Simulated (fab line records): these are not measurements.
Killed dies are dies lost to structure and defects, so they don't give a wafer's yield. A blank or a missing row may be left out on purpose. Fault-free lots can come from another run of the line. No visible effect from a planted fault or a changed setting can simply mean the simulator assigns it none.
What tool caused it? | flow nand harc | 72 wafers from 24 lots sampled at 6 of the route's 1159 steps

== WHAT THE GAUGES SHOWED, per wafer ==
The record lacks any reading of a measuring or inspecting step that a usual standard deviation could be used to judge.

== WHAT TOOL EACH LOT RAN ON (gives the tool, then ch and the chambers of the sampled wafers, and finally the start) ==
lot  | NHARC_A_CONTACT_STRIP_55                      | NHARC_A_CONTACT_ETCH_125             | NHARC_A_CONTACT_ETCH_127             | NHARC_A_CONTACT_ETCH_128             | NHARC_A_CONTACT_ETCH_129             | NHARC_A_CONTACT_STRIP_26
L075 | rie diel-03 ch 0,2,3, day 16 17:41 or earlier | har cap etch-02 ch 0,1, day 16 17:41 | har cap etch-02 ch 0,1, day 16 17:58 | har cap etch-02 ch 0,1, day 16 18:06 | har cap etch-02 ch 0,1, day 16 18:15 | rie diel-03 ch 0,2,3, no start
L076 | rie diel-02 ch 0,2, day 16 18:25 or earlier   | har cap etch-01 ch 0,1, day 16 18:25 | har cap etch-01 ch 0,1, day 16 18:41 | har cap etch-01 ch 0,1, day 16 18:50 | har cap etch-01 ch 0,1, day 16 18:58 | rie diel-09 ch 0,1, no start
L074 | rie diel-03 ch 0,2, day 17 03:22 or earlier   | har cap etch-02 ch 0,1, day 17 03:22 | har cap etch-02 ch 0,1, day 17 03:40 | har cap etch-02 ch 0,1, day 17 03:49 | har cap etch-02 ch 0,1, day 17 03:57 | rie diel-09 ch 0,1,2, no start
L079 | rie diel-09 ch 0,1,2, day 17 19:27 or earlier | har cap etch-02 ch 0,1, day 17 19:27 | har cap etch-02 ch 0,1, day 17 19:43 | har cap etch-02 ch 0,1, day 17 19:52 | har cap etch-02 ch 0,1, day 17 20:01 | rie diel-09 ch 0,2,3, no start
L080 | rie diel-02 ch 0,2,3, day 18 00:16 or earlier | har cap etch-01 ch 0,1, day 18 00:16 | har cap etch-01 ch 0,1, day 18 00:34 | har cap etch-01 ch 0,1, day 18 00:42 | har cap etch-01 ch 0,1, day 18 00:50 | rie diel-09 ch 0,2,3, no start
L077 | rie diel-02 ch 0,1,3, day 18 05:08 or earlier | har cap etch-01 ch 0,1, day 18 05:08 | har cap etch-01 ch 0,1, day 18 05:25 | har cap etch-01 ch 0,1, day 18 05:34 | har cap etch-01 ch 0,1, day 18 05:42 | rie diel-09 ch 0,1, no start
L078 | rie diel-02 ch 0,1,2, day 18 14:38 or earlier | har cap etch-01 ch 0,1, day 18 14:38 | har cap etch-01 ch 0,1, day 18 14:55 | har cap etch-01 ch 0,1, day 18 15:04 | har cap etch-01 ch 0,1, day 18 15:13 | rie diel-09 ch 0,2,3, no start
L081 | rie diel-09 ch 0,2,3, day 18 16:20 or earlier | har cap etch-02 ch 0,1, day 18 16:20 | har cap etch-02 ch 0,1, day 18 16:37 | har cap etch-02 ch 0,1, day 18 16:45 | har cap etch-02 ch 0,1, day 18 16:53 | rie diel-02 ch 0,1, no start
L083 | rie diel-09 ch 0,2, day 19 04:38 or earlier   | har cap etch-02 ch 1, day 19 04:38   | har cap etch-02 ch 1, day 19 04:55   | har cap etch-02 ch 1, day 19 05:04   | har cap etch-02 ch 1, day 19 05:12   | rie diel-09 ch 2,3, no start
L082 | rie diel-02 ch 0,2,3, day 19 05:23 or earlier | har cap etch-01 ch 0,1, day 19 05:23 | har cap etch-01 ch 0,1, day 19 05:40 | har cap etch-01 ch 0,1, day 19 05:48 | har cap etch-01 ch 0,1, day 19 05:56 | rie diel-03 ch 1,2,3, no start
L084 | rie diel-02 ch 0,3, day 19 10:10 or earlier   | har cap etch-02 ch 0, day 19 10:10   | har cap etch-02 ch 0, day 19 10:27   | har cap etch-02 ch 0, day 19 10:35   | har cap etch-02 ch 0, day 19 10:44   | rie diel-02 ch 1,3, no start
L085 | rie diel-03 ch 0,2,3, day 19 18:17 or earlier | har cap etch-02 ch 0,1, day 19 18:17 | har cap etch-02 ch 0,1, day 19 18:34 | har cap etch-02 ch 0,1, day 19 18:42 | har cap etch-02 ch 0,1, day 19 18:50 | rie diel-02 ch 0,2,3, no start
L088 | rie diel-09 ch 0,2,3, day 19 18:35 or earlier | har cap etch-01 ch 0,1, day 19 18:35 | har cap etch-01 ch 0,1, day 19 18:52 | har cap etch-01 ch 0,1, day 19 19:00 | har cap etch-01 ch 0,1, day 19 19:08 | rie diel-09 ch 0,1,2, no start
L086 | rie diel-09 ch 0,1,3, day 20 05:34 or earlier | har cap etch-03 ch 0,1, day 20 05:34 | har cap etch-03 ch 0,1, day 20 06:04 | har cap etch-03 ch 0,1, day 20 06:18 | har cap etch-03 ch 0,1, day 20 06:29 | rie diel-09 ch 0,1,3, no start
L090 | rie diel-09 ch 0,1,3, day 20 15:39 or earlier | har cap etch-03 ch 0,1, day 20 15:39 | har cap etch-03 ch 0,1, day 20 16:02 | har cap etch-03 ch 0,1, day 20 16:13 | har cap etch-03 ch 0,1, day 20 16:24 | rie diel-02 ch 0,1,2, no start
L087 | rie diel-09 ch 1,2,3, day 20 16:48 or earlier | har cap etch-02 ch 0,1, day 20 16:48 | har cap etch-02 ch 0,1, day 20 17:05 | har cap etch-02 ch 0,1, day 20 17:14 | har cap etch-02 ch 0,1, day 20 17:22 | rie diel-09 ch 0,2,3, no start
L089 | rie diel-02 ch 0,2, day 20 18:22 or earlier   | har cap etch-01 ch 0,1, day 20 18:22 | har cap etch-01 ch 0,1, day 20 18:38 | har cap etch-01 ch 0,1, day 20 18:47 | har cap etch-01 ch 0,1, day 20 18:55 | rie diel-09 ch 1,2,3, no start
L091 | rie diel-09 ch 0,3, day 20 22:23 or earlier   | har cap etch-03 ch 0,1, day 20 22:23 | har cap etch-03 ch 0,1, day 20 22:46 | har cap etch-03 ch 0,1, day 20 22:58 | har cap etch-03 ch 0,1, day 20 23:08 | rie diel-03 ch 1,3, no start
L093 | rie diel-02 ch 0,2,3, day 21 14:34 or earlier | har cap etch-01 ch 0,1, day 21 14:34 | har cap etch-01 ch 0,1, day 21 14:51 | har cap etch-01 ch 0,1, day 21 14:59 | har cap etch-01 ch 0,1, day 21 15:08 | rie diel-03 ch 0,2,3, no start
L094 | rie diel-09 ch 0,1,2, day 21 16:31 or earlier | har cap etch-03 ch 0,1, day 21 16:31 | har cap etch-03 ch 0,1, day 21 16:48 | har cap etch-03 ch 0,1, day 21 16:56 | har cap etch-03 ch 0,1, day 21 17:05 | rie diel-09 ch 0,2, no start
L092 | rie diel-09 ch 1,2,3, day 21 17:52 or earlier | har cap etch-01 ch 0,1, day 21 17:52 | har cap etch-01 ch 0,1, day 21 18:09 | har cap etch-01 ch 0,1, day 21 18:18 | har cap etch-01 ch 0,1, day 21 18:26 | rie diel-03 ch 1,2,3, no start
L095 | rie diel-03 ch 1,2, day 21 23:49 or earlier   | har cap etch-03 ch 0,1, day 21 23:49 | har cap etch-03 ch 0,1, day 22 00:05 | har cap etch-03 ch 0,1, day 22 00:14 | har cap etch-03 ch 0,1, day 22 00:22 | rie diel-09 ch 0,1,3, no start
L096 | rie diel-09 ch 0,1,3, day 22 08:35 or earlier | har cap etch-01 ch 0,1, day 22 08:35 | har cap etch-01 ch 0,1, day 22 08:52 | har cap etch-01 ch 0,1, day 22 09:01 | har cap etch-01 ch 0,1, day 22 09:09 | rie diel-02 ch 1,2,3, no start
L097 | rie diel-09 ch 0,1,2, day 22 22:40 or earlier | har cap etch-01 ch 0,1, day 22 22:40 | har cap etch-01 ch 0,1, day 22 22:56 | har cap etch-01 ch 0,1, day 22 23:05 | har cap etch-01 ch 0,1, day 22 23:14 | rie diel-03 ch 1,2,3, no start
- NHARC_A_CONTACT_STRIP_55: strips in O2.
- NHARC_A_CONTACT_ETCH_125: etches the open film in C4F8/O2/Ar, time 155 s, target depth 956 nm.
- NHARC_A_CONTACT_ETCH_127: etches the open film in C4F8/O2/Ar, time 155 s, target depth 956 nm.
- NHARC_A_CONTACT_ETCH_128: etches the open film in C4F8/O2/Ar, time 155 s, target depth 956 nm.
- NHARC_A_CONTACT_ETCH_129: etches the open film in C4F8/O2/Ar, time 155 s, target depth 956 nm.
- NHARC_A_CONTACT_STRIP_26: strips in O2.

== WHAT THE TOOLS THEMSELVES READ (means of the sampled wafers that have a number; where no wafer has one, the mark that the record gives instead) ==
NHARC_A_CONTACT_STRIP_55.
lot  | tool        | drypump motor current A (A) | o2 flow sccm (sccm) | oes product au (a.u.) | rf vpp V (V) | showerhead plenum p Torr (Torr) | throttle valve pct (%)
L075 | rie diel-03 | 5.8                         | 498.4               | 0.990                 | 57.8         | 3.51                            | 17.035
L076 | rie diel-02 | 6.1                         | 500.1               | 0.996                 | 57.8         | 3.42                            | 17.043
L074 | rie diel-03 | 5.9                         | 500.2               | 0.999                 | 58.6         | 3.55                            | 17.040
L079 | rie diel-09 | 5.8                         | 500.5               | 0.997                 | 57.7         | 3.32                            | 17.040
L080 | rie diel-02 | 6.2                         | 499.6               | 1.011                 | 57.9         | 3.54                            | 17.036
L077 | rie diel-02 | 6.0                         | 501.3               | 0.994                 | 57.6         | 3.66                            | 17.036
L078 | rie diel-02 | 5.7                         | 500.2               | 1.003                 | 58.2         | 3.54                            | 17.029
L081 | rie diel-09 | 6.0                         | 501.2               | 0.999                 | 57.1         | 3.40                            | 17.042
L083 | rie diel-09 | 5.9                         | 499.6               | 0.983                 | 57.1         | 3.30                            | 17.026
L082 | rie diel-02 | 6.2                         | 500.1               | 0.997                 | 57.1         | 3.54                            | 17.030
L084 | rie diel-02 | 6.4                         | 499.5               | 0.997                 | 58.3         | 3.66                            | 17.030
L085 | rie diel-03 | 5.9                         | 499.9               | 1.006                 | 58.5         | 3.49                            | 17.045
L088 | rie diel-09 | 6.0                         | 500.0               | 0.999                 | 58.5         | 3.58                            | 17.038
L086 | rie diel-09 | 5.8                         | 500.8               | 0.995                 | 57.1         | 3.42                            | 17.038
L090 | rie diel-09 | 5.8                         | 500.4               | 1.001                 | 56.3         | 3.42                            | 17.037
L087 | rie diel-09 | 5.9                         | 498.2               | 0.997                 | 58.8         | 3.57                            | 17.038
L089 | rie diel-02 | 6.1                         | 498.8               | 0.996                 | 57.3         | 3.40                            | 17.046
L091 | rie diel-09 | 5.9                         | 499.1               | 1.001                 | 56.4         | 3.42                            | 17.043
L093 | rie diel-02 | 6.2                         | 499.9               | 1.002                 | 58.2         | 3.53                            | 17.034
L094 | rie diel-09 | 5.8                         | 499.0               | 1.006                 | 57.5         | 3.49                            | 17.040
L092 | rie diel-09 | 5.9                         | 499.2               | 0.997                 | 57.0         | 3.56                            | 17.039
L095 | rie diel-03 | 5.8                         | 499.3               | 1.000                 | 57.8         | 3.58                            | 17.031
L096 | rie diel-09 | 5.8                         | 500.4               | 1.006                 | 58.3         | 3.41                            | 17.034
L097 | rie diel-09 | 5.8                         | 500.9               | 0.997                 | 57.4         | 3.49                            | 17.036

NHARC_A_CONTACT_STRIP_26.
lot  | tool        | drypump motor current A (A) | o2 flow sccm (sccm) | oes product au (a.u.) | rf vpp V (V) | showerhead plenum p Torr (Torr) | throttle valve pct (%)
L075 | rie diel-03 | 5.8                         | 500.8               | 0.998                 | 57.5         | 3.51                            | 17.036
L076 | rie diel-09 | 5.6                         | 499.9               | 1.003                 | 58.0         | 3.35                            | 17.036
L074 | rie diel-09 | 5.8                         | 500.6               | 1.004                 | 56.9         | 3.32                            | 17.048
L079 | rie diel-09 | 6.0                         | 499.3               | 0.998                 | 57.5         | 3.40                            | 17.039
L080 | rie diel-09 | 6.0                         | 499.6               | 0.997                 | 57.7         | 3.40                            | 17.034
L077 | rie diel-09 | 5.7                         | 499.2               | 0.995                 | 56.7         | 3.35                            | 17.034
L078 | rie diel-09 | 6.0                         | 499.1               | 0.989                 | 56.8         | 3.40                            | 17.034
L081 | rie diel-02 | 5.9                         | 500.7               | 0.997                 | 57.1         | 3.54                            | 17.044
L083 | rie diel-09 | 6.1                         | 498.9               | 0.998                 | 57.8         | 3.65                            | 17.036
L082 | rie diel-03 | 5.8                         | 498.3               | 0.998                 | 57.7         | 3.50                            | 17.039
L084 | rie diel-02 | 6.0                         | 501.4               | 1.005                 | 58.8         | 3.78                            | 17.032
L085 | rie diel-02 | 6.2                         | 500.2               | 1.006                 | 57.7         | 3.53                            | 17.036
L088 | rie diel-09 | 5.8                         | 499.2               | 0.996                 | 58.1         | 3.50                            | 17.034
L086 | rie diel-09 | 5.8                         | 501.1               | 0.996                 | 57.6         | 3.42                            | 17.033
L090 | rie diel-02 | 5.7                         | 500.1               | 0.998                 | 57.4         | 3.53                            | 17.029
L087 | rie diel-09 | 6.0                         | 500.4               | 1.002                 | 57.4         | 3.57                            | 17.039
L089 | rie diel-09 | 5.9                         | 501.3               | 0.995                 | 57.9         | 3.56                            | 17.036
L091 | rie diel-03 | 5.7                         | 500.0               | 0.999                 | 57.9         | 3.46                            | 17.030
L093 | rie diel-03 | 5.8                         | 500.1               | 0.999                 | 57.6         | 3.48                            | 17.038
L094 | rie diel-09 | 5.9                         | 499.7               | 1.000                 | 58.1         | 3.65                            | 17.030
L092 | rie diel-03 | 5.7                         | 499.3               | 0.995                 | 57.2         | 3.49                            | 17.036
L095 | rie diel-09 | 5.8                         | 500.4               | 0.996                 | 56.0         | 3.41                            | 17.036
L096 | rie diel-02 | 5.8                         | 500.3               | 0.999                 | 57.7         | 3.64                            | 17.036
L097 | rie diel-03 | 5.7                         | 500.4               | 1.008                 | 58.2         | 3.48                            | 17.034

== THE ANSWER, worked out from the rows above alone ==
Rule: usual is defined by the lots themselves. Put in order of their means at a reading, lots are off if they are a third of the lots or fewer, leave a main group of 4 or more, and stand apart from it by a gap of 3 or more times the standard deviation of the main group's means; of several such gaps the widest counts. A main group whose means are all the same, to the digits that the tables above print for the reading, isn't used. A lot without any number at a reading at which 4 lots or more have one is off too. The other lots that the step has rows for count as sound. Order of review: gauges by route order, followed by the tools' own readings, for which a lot's mean as printed above is used. At the first step where some lot is off, the reading lying furthest off is the one used; lots without a number count as furthest.
No lot is off at any reading shown: from this, nothing can be told.

== WHAT HAD BEEN PUT IN BY THE SIMULATOR ==
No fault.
